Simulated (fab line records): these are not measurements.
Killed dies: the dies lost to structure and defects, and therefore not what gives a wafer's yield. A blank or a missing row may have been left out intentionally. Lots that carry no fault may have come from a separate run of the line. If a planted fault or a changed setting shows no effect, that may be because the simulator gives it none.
fab line records	flow n5_finfet
record: lots: 5	wafers: 14	last_day: 16
route steps=1938 shown BEOL_M5@1192 BEOL_M6@1194 PASSIVATION@1936
lots with no fault: from the same line, run without faults
start_h: start of the lot's first displayed wafer, in hours after the record's first day	wait_h: hours since the lot's step before	" identical to the entry in the row above	L1.1+2: a row that stands for several wafers	- value missing, or start not given	* or withheld: withheld	< > ~ a bound
route shown NAME@n: NAME is a module with steps in the file, n the number in the route of the first one	usual: mean and standard deviation over wafers with no fault	same: alike in all rows	chamber/n: place in a boat	sites: each site's reading	_std_site: standard deviation across them	_edge_site: mean of outer sites minus mean of inner sites	radius_mm: for every site, how far away it sits from the centre of the wafer	mask NAME#n: copy n	behind: the most recent tool/chamber to have shaped the wafer	hold: why the lot was held/for how many hours/how that ended	device: whichever transistor did not switch (one of n, p or np)	end of line: the same wafers' tests at the end of the route	for a step that has no rows: nothing shown but its recipe	killed: at the first sort, the dies lost to defects and structure; wafer yield is something else	map: per-die view of a wafer (x killed, . not killed, _ where there is no die)
set.NAME: the setting that was run; set.NAME@STEP: the one run at that earlier step	model.NAME: the simulator's own value behind a step, which no gauge read
lots at selected steps of the route; one table per step, one row per wafer
services: the hour from which a tool's chamber was out of use, counted from the record's first day as start_h (under 0 if before that day), plus the number of hours and why
== steps ==
step: N5_BEOL_M5_RS_MEAS_57
recipe: thk_meas_gauge: four-point-probe	reads: Co_of_BEOL_M5_CO_CAP_78+Cu_of_BEOL_M5_ECD_50+Co_of_BEOL_M5_CVD_47+TaN_of_BEOL_M5_ALD_86
usual: M5_RS: 0.382/0.013
lot.wafer	tool	chamber	start_h	wait_h	M5_RS[ohm/sq]
L253.2	film_metro-02	-	180.30	0.1	0.415
L253.3	"	-	"	"	0.407
L253.5	"	-	"	"	0.386
L255.3	film_metro-01	-	211.84	0.1	0.394
L255.4	"	-	"	"	0.361
L255.6	"	-	"	"	0.378
L262.5	film_metro-01	-	243.41	0.0	0.376
L262.6	"	-	"	"	0.399
L270.1	film_metro-02	-	287.85	0.0	0.368
L270.3	"	-	"	"	0.403
L270.4	"	-	"	"	0.376
L272.3	film_metro-01	-	302.01	0.1	0.366
L272.4	"	-	"	"	0.378
L272.5	"	-	"	"	0.395
step: N5_BEOL_M5_INSPECT_58
recipe: inspect_instrument: darkfield	mode: post_dep
usual: raw_defect_count: 64/18
lot.wafer	tool	chamber	start_h	wait_h	raw_defect_count
L253.2	defect_inspect-01	-	180.33	0.0	99
L253.3	"	-	"	"	67
L253.5	"	-	"	"	68
L255.3	defect_inspect-01	-	211.87	0.0	66
L255.4	"	-	"	"	71
L255.6	"	-	"	"	96
L262.5	defect_inspect-01	-	243.43	0.0	95
L262.6	"	-	"	"	64
L270.1	defect_inspect-01	-	287.88	0.0	62
L270.3	"	-	"	"	60
L270.4	"	-	"	"	65
L272.3	defect_inspect-01	-	302.03	0.0	57
L272.4	"	-	"	"	58
L272.5	"	-	"	"	32
step: N5_BEOL_M6_ILD_DEP_00
recipe: material: SiCOH_lowk	target_thk_a: 1797.5	temp_c: 300	precursor: DEMS/porogen	pressure_torr: 5	rf_w: 500	time_s: 33.4
usual: heater_power_w: 320/38	showerhead_plenum_p_Torr: 5.742/0.015	throttle_valve_pct: 13.8/0.89
lot.wafer	tool	chamber	start_h	wait_h	heater_power_w	showerhead_plenum_p_Torr	throttle_valve_pct
L253.2	pecvd-02	0	180.37	0.0	368	5.749	14.5
L253.3	"	2	"	"	319	5.740	13.5
L253.5	"	0	"	"	378	5.733	14.8
L255.3	pecvd-01	1	211.90	0.0	368	5.751	13.8
L255.4	"	0	"	"	288	5.732	13.6
L255.6	"	1	"	"	380	5.750	14.1
L262.5	pecvd-02	1	243.49	0.1	274	5.750	14.0
L262.6	"	2	"	"	312	5.751	13.6
L270.1	pecvd-04	0	287.91	0.0	310	5.737	13.8
L270.3	"	2	"	"	308	5.767	12.1
L270.4	"	2	"	"	320	5.772	12.3
L272.3	pecvd-01	1	302.07	0.0	413	5.741	13.9
L272.4	"	2	"	"	309	5.752	12.5
L272.5	"	0	"	"	281	5.738	13.5
step: N5_BEOL_M6_CURE_74
recipe: temp_c: 385	time_s: 240	ambient: He/Ar	material: SiCOH_lowk
usual: lamp_power_pct: 52.31/0.056	wafer_temp_C_max: 387.0/0.72
lot.wafer	tool	chamber	start_h	wait_h	lamp_power_pct	wafer_temp_C_max
L253.2	uv_cure-03	2	180.59	0.2	52.28	386.5
L253.3	"	2	"	"	52.26	386.9
L253.5	"	2	"	"	52.30	386.6
L255.3	uv_cure-02	0	212.13	0.2	52.24	387.0
L255.4	"	0	"	"	52.40	387.1
L255.6	"	0	"	"	52.34	387.2
L262.5	uv_cure-02	1	243.85	0.3	52.35	388.2
L262.6	"	1	"	"	52.31	388.1
L270.1	uv_cure-02	0	287.98	0.0	52.32	386.9
L270.3	"	0	"	"	52.35	387.0
L270.4	"	0	"	"	52.36	387.2
L272.3	uv_cure-02	1	302.45	0.4	52.29	387.2
L272.4	"	1	"	"	52.30	388.2
L272.5	"	1	"	"	52.31	387.5
step: N5_BEOL_M6_THK_MEAS_01
recipe: reads: SiCOH_lowk_of_BEOL_M6_ILD_DEP_00
usual: M6_ILD_THK: 154.0/1.9
lot.wafer	tool	chamber	start_h	wait_h	M6_ILD_THK[nm]
L253.2	film_metro-02	-	181.42	0.7	152.5
L253.3	"	-	"	"	150.8
L253.5	"	-	"	"	154.5
L255.3	film_metro-01	-	212.48	0.3	155.4
L255.4	"	-	"	"	155.0
L255.6	"	-	"	"	157.5
L262.5	film_metro-02	-	244.05	0.1	155.4
L262.6	"	-	"	"	153.4
L270.1	film_metro-02	-	288.97	0.8	150.3
L270.3	"	-	"	"	152.9
L270.4	"	-	"	"	154.5
L272.3	film_metro-01	-	303.13	0.5	152.5
L272.4	"	-	"	"	155.7
L272.5	"	-	"	"	153.0
step: N5_BEOL_M6_PECVD_70
recipe: material: SiO2	target_thk_a: 200	temp_c: 400	precursor: TEOS/O2	pressure_torr: 5.5	rf_w: 450	teos_flow_sccm: 53.8	gas: O2	flow_sccm: 3000	time_s: 22.7
step: N5_BEOL_M6_HM_DEP_02
recipe: material: TiN	target_thk_a: 200	temp_c: 25	chamber_pressure_pa: 0.49996
usual: chamber_pressure_pa: 0.5001/0.00099	throttle_valve_pct: 30.2/1.1
lot.wafer	tool	chamber	start_h	wait_h	chamber_pressure_pa	throttle_valve_pct
L253.2	pvd_sputter-02	-	182.52	1.0	0.5011	30.2
L253.3	"	-	"	"	0.5007	30.2
L253.5	"	-	"	"	0.5008	29.0
L255.3	pvd_sputter-02	-	215.93	3.4	0.4992	31.4
L255.4	"	-	"	"	0.4982	29.9
L255.6	"	-	"	"	0.4999	31.5
L262.5	pvd_sputter-03	-	246.43	2.3	0.4998	28.5
L262.6	"	-	"	"	0.5001	30.1
L270.1	pvd_sputter-02	-	289.85	0.8	0.5003	30.1
L270.3	"	-	"	"	0.5012	31.3
L270.4	"	-	"	"	0.4993	29.0
L272.3	pvd_sputter-03	-	303.27	0.1	0.5003	29.1
L272.4	"	-	"	"	0.5011	30.5
L272.5	"	-	"	"	0.5008	31.6
step: N5_BEOL_M6_COAT_59
recipe: resist: SOC	temp_c: 250	time_s: 60	spin_rpm: 1500	resist_thk_nm: 100
step: N5_BEOL_M6_COAT_60
recipe: resist: SiARC	temp_c: 220	time_s: 60	spin_rpm: 1500	resist_thk_nm: 35
step: N5_BEOL_M6_COAT_05
recipe: resist: CAR-ArF	spin_rpm: 1500	resist_thk_nm: 90
step: N5_BEOL_M6_EBR_07
recipe: solvent: PGMEA	ebr_width_mm: 1.5
step: N5_BEOL_M6_SOFTBAKE_06
recipe: temp_c: 110	time_s: 60	resist: CAR-ArF
step: N5_BEOL_M6_EXPOSE_08
recipe: mask_id: M6	na: 1.35	source_shape: dipole	sigma_inner: 0.817	sigma_outer: 0.97	polarization: te	dose_mj: 68.25
same: dipole_opening_deg: 35	sigma_inner: 0.817
lot.wafer	tool	chamber	start_h	wait_h	mask
L253.2+3+5	arfi_scanner-01	0	182.90	-	M6#0
L255.3+4+6	arfi_scanner-01	0	216.31	-	M6#0
L262.5+6	arfi_scanner-01	0	246.65	-	M6#0
L270.1+3+4	arfi_scanner-02	0	290.23	-	M6#0
L272.3+4+5	arfi_scanner-03	0	303.65	-	M6#0
step: N5_BEOL_M6_PEB_09
recipe: peb_temp_c: withheld	peb_time_s: 60	resist: CAR-ArF
step: N5_BEOL_M6_DEVELOP_10
recipe: develop_time_s: 30	developer: TMAH	resist: CAR-ArF	rinse_liquid: diw	dry: air_spin	dev_temp_c: 23
step: N5_BEOL_M6_CD_MEAS_11
recipe: target_cd_nm: 38.5	landing_energy_ev: 500	detector: se_inlens	polarity: opening
usual: cd_nm: 38.6/0.53
lot.wafer	tool	chamber	start_h	wait_h	cd_nm
L253.2	cd_sem-01	0	183.02	-	38.3
L253.3	"	0	"	"	38.9
L253.5	"	0	"	"	38.6
L255.3	cd_sem-03	0	216.43	-	38.5
L255.4	"	0	"	"	40.0
L255.6	"	0	"	"	38.9
L262.5	cd_sem-02	0	246.76	-	38.9
L262.6	"	0	"	"	37.3
L270.1	cd_sem-03	0	290.36	-	37.8
L270.3	"	0	"	"	39.1
L270.4	"	0	"	"	38.9
L272.3	cd_sem-02	0	303.77	-	39.6
L272.4	"	0	"	"	39.2
L272.5	"	0	"	"	39.7
step: N5_BEOL_M6_OVL_MEAS_12
recipe: points_per_wafer: 44
usual: M6_OVL: -0.3/0.67
lot.wafer	tool	chamber	start_h	wait_h	M6_OVL[nm]
L253.2	overlay-02	0	183.05	0.0	-0.4
L253.3	"	0	"	"	-0.3
L253.5	"	0	"	"	0.3
L255.3	overlay-01	0	216.46	0.0	0.3
L255.4	"	0	"	"	-1.0
L255.6	"	0	"	"	-0.4
L262.5	overlay-01	0	246.79	0.0	-0.3
L262.6	"	0	"	"	-0.4
L270.1	overlay-01	0	290.39	0.0	-0.2
L270.3	"	0	"	"	0.3
L270.4	"	0	"	"	-0.3
L272.3	overlay-01	0	303.80	0.0	-0.1
L272.4	"	0	"	"	-0.1
L272.5	"	0	"	"	-1.0
step: N5_BEOL_M6_INSPECT_13
recipe: mode: adi	inspect_instrument: brightfield
usual: raw_defect_count: 413/95
lot.wafer	tool	chamber	start_h	wait_h	raw_defect_count
L253.2	defect_inspect-01	-	183.08	0.0	320
L253.3	"	-	"	"	343
L253.5	"	-	"	"	341
L255.3	defect_inspect-01	-	216.48	0.0	386
L255.4	"	-	"	"	497
L255.6	"	-	"	"	514
L262.5	defect_inspect-01	-	246.81	0.0	355
L262.6	"	-	"	"	446
L270.1	defect_inspect-02	-	290.41	0.0	384
L270.3	"	-	"	"	335
L270.4	"	-	"	"	601
L272.3	defect_inspect-01	-	303.82	0.0	410
L272.4	"	-	"	"	455
L272.5	"	-	"	"	399
step: N5_BEOL_M6_DESCUM_16
recipe: chemistry: O2	time_s: 7.9	source_power_w: 50	bias_power_w: 20	pressure_mtorr: 20	rf_frequency_hz: 2.712e+07	temp_c: 40	resist: CAR-ArF	o2_flow_sccm: 225
usual: drypump_motor_current_A: 5.7/0.44	oes_product_au: 0.80/0.095	rf_vpp_V: 243.0/1.5	showerhead_plenum_p_Torr: 2.08/0.078	throttle_valve_pct: 20.43/0.17
lot.wafer	tool	chamber	start_h	wait_h	drypump_motor_current_A	oes_product_au	rf_hours_counter_h	rf_vpp_V	showerhead_plenum_p_Torr	throttle_valve_pct
L253.2	rie_diel-05	3	183.12	0.0	5.2	0.92	16	241.6	2.05	20.47
L253.3	"	1	"	"	5.2	0.72	189	243.0	2.08	20.45
L253.5	"	3	"	"	5.2	0.92	-	244.5	2.05	20.47
L255.3	rie_diel-03	2	216.51	0.0	6.2	0.73	185	242.3	2.00	20.50
L255.4	"	0	"	"	6.1	0.80	117	241.8	2.03	20.56
L255.6	"	0	"	"	6.1	0.81	-	241.7	2.03	20.59
L262.5	rie_diel-05	2	246.86	0.0	5.7	0.74	-	244.5	2.17	20.14
L262.6	"	3	"	"	5.2	0.87	-	243.0	2.04	20.52
L270.1	rie_diel-06	1	290.45	0.0	5.4	0.74	178	243.1	2.07	20.17
L270.3	"	0	"	"	5.0	0.94	16	245.4	2.16	20.49
L270.4	"	2	"	"	5.6	0.87	40	244.9	2.23	20.26
L272.3	rie_diel-03	0	304.00	0.2	6.1	0.77	147	243.1	2.02	20.60
L272.4	"	3	"	"	5.6	0.84	86	243.5	2.02	20.37
L272.5	"	3	"	"	5.6	0.83	-	240.9	2.02	20.36
step: N5_BEOL_M6_ETCH_61
recipe: chemistry: CF4	target: SiARC	target_depth_a: 455	mask_material: CAR-ArF	time_s: 75.8	ion_energy_ev: 80	pressure_mtorr: 40	source_w: 545	bias_w: 36	Ar_flow_sccm: 100	cf4_flow_sccm: 100	ends: cleared
usual: drypump_motor_current_A: 5.7/0.44	etch_rf_on_time_s: 75.1/1.5	oes_product_au: 0.68/0.075	rf_vpp_V: 183.9/1.2	showerhead_plenum_p_Torr: 2.12/0.071	throttle_valve_pct: 15.57/0.14
lot.wafer	tool	chamber	start_h	wait_h	drypump_motor_current_A	etch_rf_on_time_s	oes_product_au	rf_hours_counter_h	rf_vpp_V	showerhead_plenum_p_Torr	throttle_valve_pct	model.BEOL_M6.cd_offset_nm
L253.2	rie_diel-05	3	183.16	0.0	5.2	73.5	0.79	16	183.5	2.10	15.58	0
L253.3	"	1	"	"	5.2	77.5	0.61	189	182.3	2.12	15.65	0.4
L253.5	"	3	"	"	5.2	74.2	0.78	-	184.5	2.10	15.59	0.2
L255.3	rie_diel-03	2	216.55	0.0	6.1	73.5	0.63	185	184.4	2.04	15.65	0.2
L255.4	"	0	"	"	6.1	74.4	0.69	117	183.8	2.07	15.64	1.2
L255.6	"	0	"	"	6.1	74.1	0.68	-	184.2	2.07	15.68	0.6
L262.5	rie_diel-05	2	246.90	0.0	5.7	75.0	0.62	-	186.7	2.21	15.41	0.4
L262.6	"	3	"	"	5.2	73.1	0.75	-	183.2	2.09	15.62	-0.6
L270.1	rie_diel-06	1	290.48	0.0	5.4	74.1	0.63	178	183.9	2.12	15.43	-0.4
L270.3	"	0	"	"	5.1	76.3	0.79	16	185.6	2.19	15.39	0.4
L270.4	"	2	"	"	5.7	77.1	0.74	40	184.5	2.26	15.37	0.4
L272.3	rie_diel-03	0	304.03	0.0	6.1	74.5	0.66	147	183.8	2.06	15.70	0.8
L272.4	"	3	"	"	5.6	76.3	0.70	86	183.3	2.08	15.58	0.6
L272.5	"	3	"	"	5.6	76.0	0.71	-	181.4	2.08	15.57	1.6
step: N5_BEOL_M6_ETCH_62
recipe: chemistry: N2/H2	target: SOC	target_depth_a: 1100	overetch_a: 220	mask_material: SiARC	temp_c: 40	time_s: 165	ion_energy_ev: 200	pressure_mtorr: 30	source_w: 840	bias_w: 150	n2_flow_sccm: 200	h2_flow_sccm: 200
usual: drypump_motor_current_A: 5.7/0.44	n2_flow_sccm: 199.9/0.64	oes_product_au: 0.67/0.075	rf_vpp_V: 523.3/2.6	showerhead_plenum_p_Torr: 2.52/0.09	throttle_valve_pct: 17.77/0.18
lot.wafer	tool	chamber	start_h	wait_h	drypump_motor_current_A	n2_flow_sccm	oes_product_au	rf_hours_counter_h	rf_vpp_V	showerhead_plenum_p_Torr	throttle_valve_pct
L253.2	rie_diel-05	3	183.21	0.0	5.2	200.4	0.77	16	522.7	2.49	17.87
L253.3	"	1	"	"	5.2	201.0	0.61	189	524.6	2.53	17.92
L253.5	"	3	"	"	5.2	200.9	0.77	-	521.2	2.49	17.83
L255.3	rie_diel-03	2	216.60	0.0	6.2	201.3	0.62	185	520.5	2.44	18.00
L255.4	"	0	"	"	6.1	199.2	0.67	117	521.0	2.44	17.71
L255.6	"	0	"	"	6.1	199.6	0.67	-	521.7	2.44	17.71
L262.5	rie_diel-05	2	247.00	0.1	5.7	200.6	0.61	-	525.3	2.62	17.53
L262.6	"	3	"	"	5.2	199.2	0.73	-	521.5	2.48	17.88
L270.1	rie_diel-06	1	290.54	0.0	5.4	199.7	0.63	178	524.3	2.52	17.48
L270.3	"	0	"	"	5.1	200.4	0.79	16	524.6	2.60	17.65
L270.4	"	2	"	"	5.7	200.4	0.74	40	529.6	2.70	17.56
L272.3	rie_diel-03	0	304.09	0.0	6.1	200.7	0.65	147	521.5	2.43	17.76
L272.4	"	3	"	"	5.6	200.2	0.70	86	522.0	2.47	17.77
L272.5	"	3	"	"	5.6	200.7	0.70	-	522.8	2.46	17.76
step: N5_PASSIVATION_PROBE_49
usual: defect_limited_yield: 91.3/1.5	killed_at_M0_to_M3: 34/11	killed_at_M4_up: 14/6.1	killed_at_contacts: 12/5.9	killed_at_front_end: 39/11	killed_at_other: 4/3.3	killed_dies: 102/18	killed_open: 67/13	killed_short: 33/7.9	sort_bin_5_function: 5.1/1	sort_bin_6_memory: 3.3/0.7	sort_bin_8_speed: 0.1/0.69	sort_n_pass: 1077/19	sort_yield_pct: 91.3/1.6
same: gross_dies: 1180	killed_at_back_side: 0	sort_bin_4_leakage[%]: 0
lot.wafer	tool	chamber	start_h	wait_h	defect_limited_yield[%]	killed_at_M0_to_M3	killed_at_M4_up	killed_at_contacts	killed_at_front_end	killed_at_other	killed_dies	killed_open	killed_short	sort_bin_5_function[%]	sort_bin_6_memory[%]	sort_bin_8_speed[%]	sort_n_pass	sort_yield_pct[%]
L253.2	prober-01	-	261.07	0.1	90.7	23	15	20	51	1	110	71	34	5.3	3.5	0	1070	90.7
L253.3	prober-01	-	261.12	0.1	88.2	42	15	18	61	3	139	95	43	7.5	3.6	0	1041	88.2
L253.5	prober-01	-	261.22	0.2	91.9	20	5	12	51	8	96	71	25	4.2	3.8	0	1084	91.9
L255.3	prober-01	-	307.84	0.1	90.7	50	21	11	23	5	110	66	37	5.3	3.7	0.3	1067	90.4
L255.4	prober-01	-	307.89	0.2	89.7	41	15	16	46	3	121	88	29	5.8	4.2	0	1059	89.7
L255.6	prober-01	-	307.99	0.3	90.3	42	14	10	44	4	114	79	31	5.6	3.8	0	1066	90.3
L262.5	prober-01	-	328.27	0.2	89.6	46	16	19	33	9	123	81	40	7.0	3.0	0	1057	89.6
L262.6	prober-01	-	328.32	0.3	91.1	42	9	11	35	8	105	67	38	5.4	3.4	0	1075	91.1
L270.1	prober-01	-	382.61	0.0	89.5	55	17	7	40	5	124	93	29	7.5	2.8	0	1056	89.5
L270.3	prober-01	-	382.71	0.1	89.2	50	14	17	44	2	127	80	45	7.3	3.4	0	1053	89.2
L270.4	prober-01	-	382.76	0.2	93.4	19	16	9	31	3	78	54	21	4.0	2.4	0	1102	93.4
killed by level:class
L253.2 FIN_SAQP:geometric_particle:open=20 MOL_CONTACT_COAG:geometric_particle:open=16 FIN_SAQP:geometric_particle:short=10 BEOL_M3:geometric_particle:open=8 DUMMY_GATE:geometric_particle:open=7 BEOL_M4:geometric_particle:open=6 MOL_CONTACT_COAG:geometric_particle:short=4 HKMG_FIN:area_etch=4
L253.3 FIN_SAQP:geometric_particle:open=23 MOL_CONTACT_COAG:geometric_particle:open=13 FIN_SAQP:geometric_particle:short=10 BEOL_M1:geometric_particle:open=8 GATE_CUT:geometric_particle:short=8 BEOL_M0:geometric_particle:open=8 BEOL_M3:geometric_particle:open=8 BEOL_M4:geometric_particle:open=7
L253.5 FIN_SAQP:geometric_particle:open=30 MOL_CONTACT_COAG:geometric_particle:open=11 FIN_SAQP:geometric_particle:short=9 STI_FIN_REVEAL:geometric_particle:open=6 BEOL_M0_SAQP:geometric_particle:open=5 BEOL_M2:geometric_particle:open=5 BEOL_M0:geometric_particle:open=3 MIM_BOT:geometric_particle:open=3
L255.3 BEOL_M3:geometric_particle:open=12 BEOL_M0_SAQP:geometric_particle:open=11 BEOL_M3:geometric_particle:short=10 MOL_CONTACT_COAG:geometric_particle:open=8 BEOL_M4:geometric_particle:open=6 BEOL_M0_SAQP:geometric_particle:short=6 GATE_CUT:geometric_particle:open=6 BEOL_M4:geometric_particle:short=5
L255.4 MOL_CONTACT_COAG:geometric_particle:open=14 BEOL_M3:geometric_particle:open=12 FIN_SAQP:geometric_particle:open=11 STI_FIN_REVEAL:geometric_particle:open=11 BEOL_M0_SAQP:geometric_particle:open=10 BEOL_M3:geometric_particle:short=7 BEOL_M4:geometric_particle:open=6 FIN_SAQP:geometric_particle:short=5
L255.6 STI_FIN_REVEAL:geometric_particle:open=14 BEOL_M3:geometric_particle:open=12 FIN_SAQP:geometric_particle:open=10 MOL_CONTACT_COAG:geometric_particle:open=10 FIN_SAQP:geometric_particle:short=9 BEOL_M0_SAQP:geometric_particle:open=7 BEOL_M1:geometric_particle:open=5 BEOL_M4:geometric_particle:open=5
L262.5 MOL_CONTACT_COAG:geometric_particle:open=18 BEOL_M0_SAQP:geometric_particle:short=13 STI_FIN_REVEAL:geometric_particle:open=10 BEOL_M4:geometric_particle:open=10 FIN_SAQP:geometric_particle:open=8 GATE_CUT:geometric_particle:short=7 BEOL_M0_SAQP:geometric_particle:open=6 BEOL_M3:geometric_particle:open=6
L262.6 BEOL_M0_SAQP:geometric_particle:short=9 BEOL_M1:geometric_particle:open=8 GATE_CUT:geometric_particle:short=7 STI_FIN_REVEAL:geometric_particle:open=7 MOL_CONTACT_COAG:geometric_particle:open=7 BEOL_M0_SAQP:geometric_particle:open=7 BEOL_M2:geometric_particle:open=6 FIN_SAQP:geometric_particle:short=4
L270.1 BEOL_M3:geometric_particle:open=29 BEOL_M2:geometric_particle:open=11 FIN_SAQP:geometric_particle:short=7 STI_FIN_REVEAL:geometric_particle:open=7 DUMMY_GATE:geometric_particle:open=6 MOL_CONTACT_COAG:geometric_particle:open=6 STARTING-WAFER:geometric_particle:open=5 BEOL_M1:geometric_particle:open=5
L270.3 MOL_CONTACT_COAG:geometric_particle:open=15 FIN_SAQP:geometric_particle:short=12 BEOL_M1:geometric_particle:open=11 BEOL_M0_SAQP:geometric_particle:open=9 BEOL_M4:geometric_particle:open=9 DUMMY_GATE:geometric_particle:open=8 BEOL_M2:geometric_particle:open=8 BEOL_M0_SAQP:geometric_particle:short=7
L270.4 MOL_CONTACT_COAG:geometric_particle:open=8 FIN_SAQP:geometric_particle:open=7 BEOL_M2:geometric_particle:open=7 FIN_SAQP:geometric_particle:short=6 STI_FIN_REVEAL:geometric_particle:open=6 DUMMY_GATE:geometric_particle:open=5 BEOL_M2:geometric_particle:short=3 BEOL_M4:geometric_particle:open=3
== services ==
tool	chamber	start_h	hours	kind
arfi_scanner-03	-	158.81	0.4	repair
pecvd-04	-	164.08	1.0	repair
arfi_scanner-01	-	164.17	0.8	pm
pecvd-01	1	167.18	4.5	repair
rie_diel-05	2	169.34	16.3	repair
rie_diel-05	0	170.33	5.8	repair
arfi_scanner-02	-	176.06	1.0	pm
arfi_scanner-02	-	177.48	3.1	pm
arfi_scanner-03	-	184.30	4.9	pm
arfi_scanner-02	-	185.79	1.3	pm
arfi_scanner-03	-	195.92	0.8	pm
uv_cure-03	-	209.53	7.5	pm
uv_cure-02	-	211.26	0.3	repair
arfi_scanner-01	-	218.47	1.3	pm
pecvd-01	-	219.34	6.0	pm
arfi_scanner-03	-	220.97	1.0	pm
rie_diel-03	0	223.19	7.0	repair
pecvd-01	2	234.42	2.5	repair
arfi_scanner-01	-	237.10	3.1	pm
rie_diel-06	3	249.82	7.8	repair
arfi_scanner-01	-	262.00	1.0	pm
rie_diel-06	1	268.25	3.5	repair
rie_diel-05	1	280.42	2.5	repair
pecvd-02	-	303.54	3.5	repair
== key ==
first_sign none at tools or gauges
model_effect: step: N5_BEOL_M6_ETCH_61	value: BEOL_M6.cd_offset_nm	without: 0.2	struck: -0.6
met_at N5_BEOL_M6_EXPOSE_08
struck_wafers L262.6
onset_between 216.31 246.65
fault: kind: process_parameter_drift	tool: arfi_scanner-01	chamber: -	onset_h: 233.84	steps: N5_BEOL_M6_EXPOSE_08	channel: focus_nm	offset: 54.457	shape: step	end_h: 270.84	scope: struck_wafers_only
